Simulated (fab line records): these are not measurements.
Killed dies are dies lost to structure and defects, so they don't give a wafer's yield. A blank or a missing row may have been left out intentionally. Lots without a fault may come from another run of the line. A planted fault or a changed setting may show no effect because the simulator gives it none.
Chamber matching    flow nand-harc    pecvd-02 running NHARC_P_M1_PRE_CLEAN_32: 3 sister chambers
The step time 12 s. 3 wafers are shown with their chamber, then 12 later ones without.

WAFERS PAIRED WITH THEIR CHAMBERS
wafer   chamber  heater-power-w (W)
L092.1  0        675
L092.2  2        626
L092.6  1        560

WAFERS WITHOUT THEIR CHAMBER
wafer   heater-power-w (W)
L093.1  737
L093.3  560
L093.6  471
L094.2  716
L094.4  736
L094.5  499
L096.1  626
L096.2  577
L096.6  521
L097.3  486
L097.4  606
L097.6  618

THE CHAMBER EACH PASSED THROUGH
wafer   from the rows above           in truth
L093.1  can't be placed: 0 or 2       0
L093.3  can't be placed: 1 or 2       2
L093.6  can't be placed: 1 or 2       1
L094.2  can't be placed: 0 or 2       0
L094.4  can't be placed: 0 or 2       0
L094.5  can't be placed: 1 or 2       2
L096.1  can't be placed: 2 or 0 or 1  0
L096.2  can't be placed: 1 or 2 or 0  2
L096.6  can't be placed: 1 or 2       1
L097.3  can't be placed: 1 or 2       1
L097.4  can't be placed: 2 or 1 or 0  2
L097.6  can't be placed: 2 or 0 or 1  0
0 of 12 placed correctly. These rows do not allow placing 12 (true chamber among the candidates in 12). Wrongly placed: 0.
How it was worked out, from the rows above alone: a wafer's distance from a chamber is the root of the sum, over the readings, of the square of ((its reading less the chamber's mean) divided by the reading's scatter). If the next closest chamber is less than 2 further off than the closest, the wafer can't be placed; otherwise it belongs to the closest. For every chamber, the mean is computed from those of its wafers that are shown. The scatter: with one shown wafer a chamber, the root of the mean of the squares of how far each hidden wafer lies from its nearest shown one.
